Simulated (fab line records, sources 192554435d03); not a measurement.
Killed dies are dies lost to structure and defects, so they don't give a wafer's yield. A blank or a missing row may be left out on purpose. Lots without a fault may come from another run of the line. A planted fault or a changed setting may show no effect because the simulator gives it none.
fab line records | flow n5_finfet
record lots=7 wafers=21
route steps=1938 shown MOL_CONTACT_COAG@523 BEOL_M0_SAQP@673 BEOL_M0@721 BEOL_M1@761
start_h: hours from the record's first day to the start of the lot's first wafer shown | wait_h: hours since the lot's step before | " the same as in the row above | L1.1+2: a row that stands for several wafers | - no value, or no start given | * or withheld: withheld | < > ~ a bound
route shown NAME@n: a module of which the file shows steps, and the number in the route of the first | usual: mean/standard deviation of fault-free wafers | same: alike in all rows | chamber/n: place in a boat | sites: the reading at each site | _std_site: their standard deviation | _edge_site: outer sites' mean less inner sites' | radius_mm: how far each site lies from the wafer's centre | mask NAME#n: copy n | behind: the tool/chamber that last shaped the wafer | hold: why the lot was held/for how many hours/how that ended | device: the transistor (n, p or np) that didn't switch | end of line: the same wafers' tests at the end of the route | a step without rows: its recipe alone | killed: dies lost to structure and defects at the first sort, not the wafer's yield | map: a wafer's dies, x killed, . not, _ none there
set.NAME: the setting as run; set.NAME@STEP: as run at that earlier step | model.NAME: the simulator's own value behind a step, which no gauge read
lots whose settings were changed on purpose; a table a step, a row a wafer
## steps
# step N5_MOL_CONTACT_COAG_EXPOSE_05
# recipe mask_id=CA na=0.33 source_shape=annular sigma_inner=0.4 sigma_outer=0.8 polarization=unpolarized defocus_nm=0 dose_mj=38.25
# columns lot.wafer tool chamber start_h wait_h mask set.dose_mj
L076.1+4+5 euv_scanner-02 0 105.80 - CA#0 35.75
L080.1+4 euv_scanner-02 0 126.48 - CA#0 38.25
L080.2 " 0 " " CA#0 40.63
L081.3+4+5 euv_scanner-02 0 128.02 - CA#0 38.25
L090.4+5+6 euv_scanner-02 0 186.36 - CA#0 38.25
L091.2 euv_scanner-01 0 193.10 - CA#0 38.25
L091.3+6 " 0 " " CA#0 35.7
L092.2 euv_scanner-01 0 194.65 - CA#0 37.41
L092.4+5 " 0 " " CA#0 38.25
L097.2+3 euv_scanner-01 0 222.91 - CA#0 38.25
L097.4 " 0 " " CA#0 36.14
# step N5_MOL_CONTACT_COAG_PEB_06
# recipe peb_temp_c=100 peb_time_s=60 resist=CAR-EUV
# step N5_MOL_CONTACT_COAG_DEVELOP_07
# recipe develop_time_s=30 developer=TMAH resist=CAR-EUV rinse_liquid=surfactant_rinse dry=air_spin dev_temp_c=23
# step N5_MOL_CONTACT_COAG_CD_MEAS_08
# recipe target_cd_nm=28 landing_energy_ev=500 detector=se_inlens polarity=opening
# usual cd_nm=28.05/0.23
# columns lot.wafer tool chamber start_h wait_h set.dose_mj@MOL_CONTACT_COAG_EXPOSE_05 cd_nm
L076.1 cd_sem-03 0 105.93 - 35.75 26.42
L076.4 " 0 " " 35.75 26.43
L076.5 " 0 " " 35.75 26.55
L080.1 cd_sem-01 0 126.61 - 38.25 27.94
L080.2 " 0 " " 40.63 29.26
L080.4 " 0 " " 38.25 28.40
L081.3 cd_sem-01 0 128.14 - 38.25 27.90
L081.4 " 0 " " 38.25 28.31
L081.5 " 0 " " 38.25 27.79
L090.4 cd_sem-03 0 186.48 - 38.25 28.37
L090.5 " 0 " " 38.25 28.07
L090.6 " 0 " " 38.25 28.04
L091.2 cd_sem-02 0 193.23 - 38.25 27.79
L091.3 " 0 " " 35.7 26.06
L091.6 " 0 " " 35.7 26.27
L092.2 cd_sem-03 0 194.77 - 37.41 27.98
L092.4 " 0 " " 38.25 28.37
L092.5 " 0 " " 38.25 28.01
L097.2 cd_sem-01 0 223.03 - 38.25 27.99
L097.3 " 0 " " 38.25 28.08
L097.4 " 0 " " 36.14 26.73
# step N5_MOL_CONTACT_COAG_DESCUM_13
# recipe chemistry=O2 time_s=7 source_power_w=50 bias_power_w=20 pressure_mtorr=20 rf_frequency_hz=2.712e+07 temp_c=40 resist=CAR-EUV o2_flow_sccm=225
# step N5_MOL_CONTACT_COAG_ETCH_59
# recipe chemistry=N2/H2 target=underlayer target_depth_a=130 mask_material=CAR-EUV time_s=10.4 ion_energy_ev=200 pressure_mtorr=30 source_w=840 bias_w=150 n2_flow_sccm=200 h2_flow_sccm=200 ends=cleared
# columns lot.wafer tool chamber start_h wait_h set.dose_mj@MOL_CONTACT_COAG_EXPOSE_05 model.MOL_CONTACT_COAG.cd_offset_nm
L076.1+4+5 rie_diel-06 2,3,2 106.09 0.0 35.75 -1.6
L080.1 rie_diel-06 1 127.05 0.0 38.25 -0.2
L080.2 " 3 " " 40.63 1.2
L080.4 " 0 " " 38.25 0.2
L081.3 rie_diel-05 3 128.29 0.0 38.25 0
L081.4 " 1 " " 38.25 0.4
L081.5 " 3 " " 38.25 0.2
L090.4 rie_diel-06 1 186.63 0.0 38.25 0
L090.5+6 " 0,3 " " 38.25 0.2
L091.2 rie_diel-06 1 193.39 0.0 38.25 -0.2
L091.3+6 " 0,3 " " 35.7 -1.8
L092.2 rie_diel-06 1 194.93 0.0 37.41 -0.2
L092.4 " 2 " " 38.25 0.2
L092.5 " 1 " " 38.25 0.4
L097.2+3 rie_diel-05 1,0 223.19 0.0 38.25 0
L097.4 " 3 " " 36.14 -1.4
# step N5_MOL_CONTACT_COAG_ETCH_105
# recipe chemistry=CF4 target=SiARC target_depth_a=156 mask_material=CAR-EUV time_s=26 ion_energy_ev=80 pressure_mtorr=40 source_w=545 bias_w=36 Ar_flow_sccm=100 cf4_flow_sccm=100 ends=cleared
# columns lot.wafer tool chamber start_h wait_h set.dose_mj@MOL_CONTACT_COAG_EXPOSE_05 model.MOL_CONTACT_COAG.cd_offset_nm
L076.1+4+5 rie_diel-06 2,3,2 106.11 0.0 35.75 -1.6
L080.1 rie_diel-06 1 127.07 0.0 38.25 -0.2
L080.2 " 3 " " 40.63 1.2
L080.4 " 0 " " 38.25 0.2
L081.3 rie_diel-05 3 128.31 0.0 38.25 0
L081.4+5 " 1,3 " " 38.25 0.2
L090.4+5+6 rie_diel-06 1,0,3 186.65 0.0 38.25 0
L091.2 rie_diel-06 1 193.41 0.0 38.25 -0.2
L091.3+6 " 0,3 " " 35.7 -1.8
L092.2 rie_diel-06 1 194.95 0.0 37.41 -0.4
L092.4 " 2 " " 38.25 0
L092.5 " 1 " " 38.25 0.2
L097.2 rie_diel-05 1 223.21 0.0 38.25 -0.2
L097.3 " 0 " " 38.25 0
L097.4 " 3 " " 36.14 -1.4
# step N5_MOL_CONTACT_COAG_ETCH_106
# recipe chemistry=N2/H2 target=SOC target_depth_a=800 overetch_a=160 mask_material=SiARC temp_c=40 time_s=120 ion_energy_ev=200 pressure_mtorr=30 source_w=840 bias_w=150 n2_flow_sccm=200 h2_flow_sccm=200
# columns lot.wafer tool chamber start_h wait_h set.dose_mj@MOL_CONTACT_COAG_EXPOSE_05 model.MOL_CONTACT_COAG.cd_offset_nm
L076.1+4+5 rie_diel-06 2,3,2 106.14 0.0 35.75 -1.6
L080.1 rie_diel-06 1 127.10 0.0 38.25 -0.2
L080.2 " 3 " " 40.63 1.2
L080.4 " 0 " " 38.25 0.4
L081.3+5 rie_diel-05 3 128.34 0.0 38.25 0
L081.4 " 1 " " 38.25 0.4
L090.4 rie_diel-06 1 186.68 0.0 38.25 -0.2
L090.5 " 0 " " 38.25 0.2
L090.6 " 3 " " 38.25 0
L091.2 rie_diel-06 1 193.43 0.0 38.25 -0.2
L091.3+6 " 0,3 " " 35.7 -1.8
L092.2 rie_diel-06 1 194.98 0.0 37.41 -0.4
L092.4+5 " 2,1 " " 38.25 0.2
L097.2 rie_diel-05 1 223.24 0.0 38.25 -0.2
L097.3 " 0 " " 38.25 0
L097.4 " 3 " " 36.14 -1.8
# step N5_MOL_CONTACT_COAG_STRIP_107
# recipe chemistry=N2/H2 temp_c=40 n2_flow_sccm=200 h2_flow_sccm=200 rf_frequency_hz=6e+07
# step N5_MOL_CONTACT_COAG_STRIP_108
# recipe chemistry=N2/H2 temp_c=40 n2_flow_sccm=200 h2_flow_sccm=200 rf_frequency_hz=6e+07
# step N5_MOL_CONTACT_COAG_CONTACT_ETCH_14
# recipe chemistry=C4F6/O2 target=SiO2 target_depth_a=275 overetch_a=85 mask_material=SOC pressure_mtorr=30 source_w=370 bias_w=185 Ar_flow_sccm=300 C4F6_flow_sccm=16 O2_flow_sccm=10 time_s=20 ion_energy_ev=259.6
# step N5_MOL_CONTACT_COAG_STRIP_109
# recipe chemistry=C4F6/O2 resist=SiARC rf_frequency_hz=6e+07
# step N5_MOL_CONTACT_COAG_ETCH_15
# recipe chemistry=CH3F/O2 target=SiNx target_depth_a=70 mask_material=SOC stop_on=Si:P over_etch_frac=0.75 ion_energy_ev=120 pressure_mtorr=30 source_w=395 bias_w=73 Ar_flow_sccm=150 CH3F_flow_sccm=30 O2_flow_sccm=20
# columns lot.wafer tool chamber start_h wait_h set.dose_mj@MOL_CONTACT_COAG_EXPOSE_05 model.MOL_CONTACT_COAG.cd_offset_nm
L076.1 rie_diel-06 2 106.27 0.0 35.75 -1.4
L076.4+5 " 3,2 " " 35.75 -1.6
L080.1 rie_diel-06 1 127.23 0.0 38.25 -0.2
L080.2 " 3 " " 40.63 1.4
L080.4 " 0 " " 38.25 0.2
L081.3+5 rie_diel-05 3 128.48 0.0 38.25 0
L081.4 " 1 " " 38.25 0.4
L090.4 rie_diel-06 1 186.81 0.0 38.25 -0.2
L090.5 " 0 " " 38.25 0
L090.6 " 3 " " 38.25 0.2
L091.2 rie_diel-06 1 193.57 0.0 38.25 -0.2
L091.3+6 " 0,3 " " 35.7 -1.8
L092.2 rie_diel-06 1 195.11 0.0 37.41 -0.4
L092.4+5 " 2,1 " " 38.25 0.2
L097.2 rie_diel-05 1 223.37 0.0 38.25 -0.2
L097.3 " 0 " " 38.25 0
L097.4 " 3 " " 36.14 -1.8
# step N5_MOL_CONTACT_COAG_ETCH_110
# recipe chemistry=CF4/O2 target=Si target_depth_a=25 time_s=8 pressure_mtorr=100 source_w=200 bias_w=12 ion_energy_ev=60 Ar_flow_sccm=100 cf4_flow_sccm=100 O2_flow_sccm=10
# step N5_MOL_CONTACT_COAG_STRIP_98
# recipe chemistry=N2/H2 power_w=500 temp_c=40 pressure_mtorr=50 rf_frequency_hz=6e+07 overash_fraction=0.3 bias_power_w=8 h2_frac=0.5 n2_flow_sccm=300 h2_flow_sccm=300
# step N5_MOL_CONTACT_COAG_CD_MEAS_99
# recipe target_cd_nm=17.2 polarity=opening
# usual cd_nm=17.26/0.28
# columns lot.wafer tool chamber start_h wait_h set.dose_mj@MOL_CONTACT_COAG_EXPOSE_05 cd_nm
L076.1 cd_sem-02 - 106.45 - 35.75 15.78
L076.4 " - " " 35.75 15.37
L076.5 " - " " 35.75 15.27
L080.1 cd_sem-03 - 127.42 - 38.25 16.50
L080.2 " - " " 40.63 18.71
L080.4 " - " " 38.25 16.98
L081.3 cd_sem-01 - 128.66 - 38.25 17.41
L081.4 " - " " 38.25 17.90
L081.5 " - " " 38.25 17.14
L090.4 cd_sem-03 - 187.00 - 38.25 16.72
L090.5 " - " " 38.25 17.59
L090.6 " - " " 38.25 17.50
L091.2 cd_sem-02 - 193.75 - 38.25 17.36
L091.3 " - " " 35.7 15.64
L091.6 " - " " 35.7 15.48
L092.2 cd_sem-02 - 195.29 - 37.41 16.92
L092.4 " - " " 38.25 17.52
L092.5 " - " " 38.25 17.35
L097.2 cd_sem-03 - 223.55 - 38.25 17.13
L097.3 " - " " 38.25 17.38
L097.4 " - " " 36.14 15.95
# step N5_MOL_CONTACT_COAG_EXPOSE_37
# recipe mask_id=VD na=0.33 source_shape=annular sigma_inner=0.3 sigma_outer=0.7 polarization=unpolarized defocus_nm=0 dose_mj=62
# columns lot.wafer tool chamber start_h wait_h mask set.dose_mj
L076.1+5 euv_scanner-02 0 118.09 - VD#0 62
L076.4 " 0 " " VD#0 58.05
L081.3+4 euv_scanner-02 0 141.58 - VD#0 62
L081.5 " 0 " " VD#0 65.04
L080.1+2+4 euv_scanner-02 0 141.82 - VD#0 62
L090.4+5+6 euv_scanner-01 0 198.56 - VD#0 62
L091.2+3+6 euv_scanner-01 0 204.58 - VD#0 62
L092.2+5 euv_scanner-02 0 206.17 - VD#0 62
L092.4 " 0 " " VD#0 60.47
L097.2+4 euv_scanner-02 0 236.06 - VD#0 60.33
L097.3 " 0 " " VD#0 62
# step N5_MOL_CONTACT_COAG_PEB_38
# recipe peb_temp_c=100 peb_time_s=60 resist=CAR-EUV
# step N5_MOL_CONTACT_COAG_DEVELOP_39
# recipe develop_time_s=30 developer=TMAH resist=CAR-EUV rinse_liquid=surfactant_rinse dry=air_spin dev_temp_c=23
# step N5_MOL_CONTACT_COAG_CD_MEAS_40
# recipe target_cd_nm=25.1 landing_energy_ev=500 detector=se_inlens polarity=opening
# usual cd_nm=25.12/0.24
# columns lot.wafer tool chamber start_h wait_h set.dose_mj@MOL_CONTACT_COAG_EXPOSE_37 cd_nm
L076.1 cd_sem-01 0 118.23 - 62 25.53
L076.4 " 0 " " 58.05 24.06
L076.5 " 0 " " 62 25.35
L081.3 cd_sem-03 0 141.71 - 62 25.10
L081.4 " 0 " " 62 25.43
L081.5 " 0 " " 65.04 26.05
L080.1 cd_sem-02 0 141.97 - 62 24.92
L080.2 " 0 " " 62 25.17
L080.4 " 0 " " 62 24.91
L090.4 cd_sem-03 0 198.68 - 62 25.09
L090.5 " 0 " " 62 25.36
L090.6 " 0 " " 62 25.06
L091.2 cd_sem-02 0 204.72 - 62 25.16
L091.3 " 0 " " 62 24.94
L091.6 " 0 " " 62 24.85
L092.2 cd_sem-01 0 206.31 - 62 25.69
L092.4 " 0 " " 60.47 24.03
L092.5 " 0 " " 62 25.16
L097.2 cd_sem-02 0 236.19 - 60.33 24.96
L097.3 " 0 " " 62 25.47
L097.4 " 0 " " 60.33 24.79
# step N5_BEOL_M0_SAQP_ETCH_107
# recipe chemistry=CH3F/O2 target=SiNx target_depth_a=300 mask_material=SOC pressure_mtorr=30 source_w=395 bias_w=73 Ar_flow_sccm=150 CH3F_flow_sccm=30 O2_flow_sccm=20 ion_energy_ev=120
# usual rf_vpp_V=298/3.3
# columns lot.wafer tool chamber start_h wait_h set.bias_w rf_vpp_V model.BEOL_M0_SAQP.feature_depth_nm
L076.1 rie_diel-03 3 128.93 0.0 69.56 291 29.8
L076.4 " 1 " " 69.56 285 29.2
L076.5 " 2 " " 73 301 30.2
L081.3 rie_diel-01 2 151.54 0.0 73 303 29.2
L081.4 " 0 " " 73 292 29.8
L081.5 " 3 " " 73 295 30
L080.1 rie_diel-03 2 154.74 0.0 61.72 264 27.8
L080.2 " 1 " " 73 297 29.2
L080.4 " 0 " " 73 301 30
L090.4 rie_diel-02 3 207.39 0.0 73 297 30.6
L090.5 " 1 " " 73 295 30.4
L090.6 " 2 " " 73 299 29.6
L091.2 rie_diel-03 2 215.44 0.0 73 301 30
L091.3 " 0 " " 73 300 30.2
L091.6 " 2 " " 63.82 271 28.6
L092.2 rie_diel-03 0 218.57 0.0 83.21 332 31.2
L092.4 " 2 " " 73 299 29.6
L092.5 " 3 " " 83.21 336 31.6
L097.2 rie_diel-01 1 246.98 0.0 78.91 313 31.6
L097.3 " 2 " " 73 302 30.4
L097.4 " 0 " " 78.91 312 31
# step N5_BEOL_M0_TRENCH_ETCH_107
# recipe chemistry=C4F6/O2 target_depth_a=328 target=SiOC time_s=16.4 ion_energy_ev=250 pressure_mtorr=30 source_w=355 bias_w=185 Ar_flow_sccm=300 C4F6_flow_sccm=10 O2_flow_sccm=10
# columns lot.wafer tool chamber start_h wait_h set.target_depth_a model.BEOL_M0.feature_depth_nm
L076.1+4 rie_diel-04 2,0 137.63 0.0 328 32.8
L076.5 " 2 " " 328 32.6
L081.3 rie_diel-04 0 160.60 0.0 350.5 35
L081.4 " 3 " " 328 32.8
L081.5 " 3 " " 328 33
L080.1+2 rie_diel-06 3,0 160.74 0.0 354 35.6
L080.4 " 2 " " 328 33.2
L090.4 rie_diel-05 0 211.42 0.0 328 33
L090.5 " 2 " " 328 32.6
L090.6 " 3 " " 328 32.2
L091.2 rie_diel-04 0 221.57 0.0 359.2 35.8
L091.3 " 2 " " 328 32.6
L091.6 " 3 " " 328 32.8
L092.2 rie_diel-05 0 226.22 0.0 328 33
L092.4 " 3 " " 328 32
L092.5 " 2 " " 328 32.4
L097.2 rie_diel-05 3 253.08 0.0 349.4 34.2
L097.3 " 2 " " 349.4 34.8
L097.4 " 1 " " 328 33
# step N5_BEOL_M0_STRIP_142
# recipe chemistry=N2/H2 time_s=10 power_w=450 temp_c=40 pressure_mtorr=20 rf_frequency_hz=6e+07 bias_power_w=7 n2_flow_sccm=200 h2_flow_sccm=200
# step N5_BEOL_M0_OCD_MEAS_108
# usual trench_depth_nm=32.8/0.46
# columns lot.wafer tool chamber start_h wait_h set.target_depth_a@BEOL_M0_TRENCH_ETCH_107 trench_depth_nm
L076.1 ocd-01 - 137.74 0.1 328 32.7
L076.4 " - " " 328 32.7
L076.5 " - " " 328 32.8
L081.3 ocd-01 - 160.70 0.1 350.5 34.9
L081.4 " - " " 328 33.5
L081.5 " - " " 328 33.3
L080.1 ocd-02 - 160.84 0.1 354 35.5
L080.2 " - " " 354 35.8
L080.4 " - " " 328 33.6
L090.4 ocd-02 - 211.53 0.1 328 33.2
L090.5 " - " " 328 32.5
L090.6 " - " " 328 32.6
L091.2 ocd-02 - 221.68 0.1 359.2 35.5
L091.3 " - " " 328 32.5
L091.6 " - " " 328 32.6
L092.2 ocd-02 - 226.33 0.1 328 33.1
L092.4 " - " " 328 32.5
L092.5 " - " " 328 32.3
L097.2 ocd-01 - 253.18 0.1 349.4 34.2
L097.3 " - " " 349.4 34.9
L097.4 " - " " 328 32.4
# step N5_BEOL_M1_EXPOSE_08
# recipe mask_id=M1 na=0.33 source_shape=dipole sigma_inner=0.369 sigma_outer=0.767 polarization=unpolarized dose_mj=33
# columns lot.wafer tool chamber start_h wait_h mask set.dose_mj
L076.1+4 euv_scanner-01 0 141.91 - M1#0 35.37
L076.5 " 0 " " M1#0 33
L080.1+2+4 euv_scanner-02 0 166.93 - M1#0 33
L081.3 euv_scanner-01 0 167.10 - M1#0 30.85
L081.4+5 " 0 " " M1#0 33
L090.4+5+6 euv_scanner-01 0 218.36 - M1#0 33
L091.2+3 euv_scanner-01 0 226.66 - M1#0 33
L091.6 " 0 " " M1#0 33.97
L092.2 euv_scanner-01 0 231.23 - M1#0 32.15
L092.4+5 " 0 " " M1#0 33
L097.2 euv_scanner-01 0 258.65 - M1#0 33
L097.3+4 " 0 " " M1#0 35.25
# step N5_BEOL_M1_PEB_09
# recipe peb_temp_c=100 peb_time_s=60 resist=CAR-EUV
# step N5_BEOL_M1_DEVELOP_10
# recipe develop_time_s=30 developer=TMAH resist=CAR-EUV rinse_liquid=surfactant_rinse dry=air_spin dev_temp_c=23
# step N5_BEOL_M1_CD_MEAS_11
# recipe target_cd_nm=17.05 landing_energy_ev=500 detector=se_inlens polarity=opening
# usual cd_nm=17.07/0.23
# columns lot.wafer tool chamber start_h wait_h set.dose_mj@BEOL_M1_EXPOSE_08 cd_nm
L076.1 cd_sem-01 0 142.04 - 35.37 18.27
L076.4 " 0 " " 35.37 18.58
L076.5 " 0 " " 33 17.13
L080.1 cd_sem-01 0 167.05 - 33 16.55
L080.2 " 0 " " 33 17.15
L080.4 " 0 " " 33 17.07
L081.3 cd_sem-03 0 167.22 - 30.85 15.23
L081.4 " 0 " " 33 16.93
L081.5 " 0 " " 33 16.52
L090.4 cd_sem-01 0 218.47 - 33 16.96
L090.5 " 0 " " 33 17.28
L090.6 " 0 " " 33 16.90
L091.2 cd_sem-03 0 226.78 - 33 16.97
L091.3 " 0 " " 33 16.55
L091.6 " 0 " " 33.97 17.60
L092.2 cd_sem-01 0 231.35 - 32.15 16.81
L092.4 " 0 " " 33 17.03
L092.5 " 0 " " 33 16.84
L097.2 cd_sem-01 0 258.77 - 33 17.18
L097.3 " 0 " " 35.25 18.90
L097.4 " 0 " " 35.25 18.47
# step N5_BEOL_M1_DESCUM_16
# recipe chemistry=O2 time_s=7 source_power_w=50 bias_power_w=20 pressure_mtorr=20 rf_frequency_hz=2.712e+07 temp_c=40 resist=CAR-EUV o2_flow_sccm=225
# step N5_BEOL_M1_ETCH_74
# recipe chemistry=N2/H2 target=underlayer target_depth_a=65 mask_material=CAR-EUV time_s=5.2 ion_energy_ev=200 pressure_mtorr=30 source_w=840 bias_w=150 n2_flow_sccm=200 h2_flow_sccm=200 ends=cleared
# columns lot.wafer tool chamber start_h wait_h set.dose_mj@BEOL_M1_EXPOSE_08 model.BEOL_M1.cd_offset_nm
L076.1 rie_diel-03 0 142.20 0.0 35.37 1.4
L076.4 " 3 " " 35.37 1.2
L076.5 " 0 " " 33 0
L080.1+4 rie_diel-01 3,2 167.21 0.0 33 0
L080.2 " 0 " " 33 0.2
L081.3 rie_diel-03 2 167.37 0.0 30.85 -1.6
L081.4+5 " 0,2 " " 33 -0.2
L090.4+5+6 rie_diel-02 0,2,3 218.63 0.0 33 0
L091.2+3 rie_diel-02 1,2 226.93 0.0 33 -0.2
L091.6 " 3 " " 33.97 0.2
L092.2 rie_diel-03 0 231.50 0.0 32.15 -0.4
L092.4 " 2 " " 33 -0.2
L092.5 " 1 " " 33 0
L097.2 rie_diel-03 0 259.19 0.0 33 0.4
L097.3 " 3 " " 35.25 1.6
L097.4 " 1 " " 35.25 1.2
# step N5_BEOL_M1_ETCH_63
# recipe chemistry=CF4 target=SiARC target_depth_a=156 mask_material=CAR-EUV time_s=26 ion_energy_ev=80 pressure_mtorr=40 source_w=545 bias_w=36 Ar_flow_sccm=100 cf4_flow_sccm=100 ends=cleared
# columns lot.wafer tool chamber start_h wait_h set.dose_mj@BEOL_M1_EXPOSE_08 model.BEOL_M1.cd_offset_nm
L076.1 rie_diel-03 0 142.21 0.0 35.37 1.4
L076.4 " 3 " " 35.37 1.2
L076.5 " 0 " " 33 0
L080.1 rie_diel-01 3 167.23 0.0 33 0
L080.2+4 " 0,2 " " 33 0.2
L081.3 rie_diel-03 2 167.39 0.0 30.85 -1.6
L081.4 " 0 " " 33 0
L081.5 " 2 " " 33 -0.2
L090.4+5 rie_diel-02 0,2 218.64 0.0 33 0
L090.6 " 3 " " 33 0.2
L091.2+3 rie_diel-02 1,2 226.95 0.0 33 -0.2
L091.6 " 3 " " 33.97 0.4
L092.2 rie_diel-03 0 231.52 0.0 32.15 -0.4
L092.4 " 2 " " 33 -0.2
L092.5 " 1 " " 33 0
L097.2 rie_diel-03 0 259.21 0.0 33 0.4
L097.3 " 3 " " 35.25 1.6
L097.4 " 1 " " 35.25 1.2
## key
split step=N5_MOL_CONTACT_COAG_EXPOSE_05 setting=dose_mj stated=38.25 by=wafer
response step=N5_MOL_CONTACT_COAG_CD_MEAS_08 reading=cd_nm change=+0.213 per=1% r=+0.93
response step=N5_MOL_CONTACT_COAG_ETCH_59 reading=model.MOL_CONTACT_COAG.cd_offset_nm change=+0.228 per=1% r=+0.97
response step=N5_MOL_CONTACT_COAG_ETCH_105 reading=model.MOL_CONTACT_COAG.cd_offset_nm change=+0.223 per=1% r=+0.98
response step=N5_MOL_CONTACT_COAG_ETCH_106 reading=model.MOL_CONTACT_COAG.cd_offset_nm change=+0.238 per=1% r=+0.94
response step=N5_MOL_CONTACT_COAG_ETCH_15 reading=model.MOL_CONTACT_COAG.cd_offset_nm change=+0.254 per=1% r=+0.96
response step=N5_MOL_CONTACT_COAG_CD_MEAS_99 reading=cd_nm change=+0.275 per=1% r=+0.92
split step=N5_MOL_CONTACT_COAG_EXPOSE_37 setting=dose_mj stated=62 by=wafer
response step=N5_MOL_CONTACT_COAG_CD_MEAS_40 reading=cd_nm change=+0.227 per=1% r=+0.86
split step=N5_BEOL_M0_SAQP_ETCH_107 setting=bias_w stated=73 by=wafer
response step=N5_BEOL_M0_SAQP_ETCH_107 reading=rf_vpp_V change=+2.25 per=1% r=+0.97
response step=N5_BEOL_M0_SAQP_ETCH_107 reading=model.BEOL_M0_SAQP.feature_depth_nm change=+0.121 per=1% r=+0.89
split step=N5_BEOL_M0_TRENCH_ETCH_107 setting=target_depth_a stated=328 by=wafer
response step=N5_BEOL_M0_TRENCH_ETCH_107 reading=model.BEOL_M0.feature_depth_nm change=+0.299 per=1% r=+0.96
response step=N5_BEOL_M0_OCD_MEAS_108 reading=trench_depth_nm change=+0.282 per=1% r=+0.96
split step=N5_BEOL_M1_EXPOSE_08 setting=dose_mj stated=33 by=wafer
response step=N5_BEOL_M1_CD_MEAS_11 reading=cd_nm change=+0.206 per=1% r=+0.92
response step=N5_BEOL_M1_ETCH_74 reading=model.BEOL_M1.cd_offset_nm change=+0.175 per=1% r=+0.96
response step=N5_BEOL_M1_ETCH_63 reading=model.BEOL_M1.cd_offset_nm change=+0.183 per=1% r=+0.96
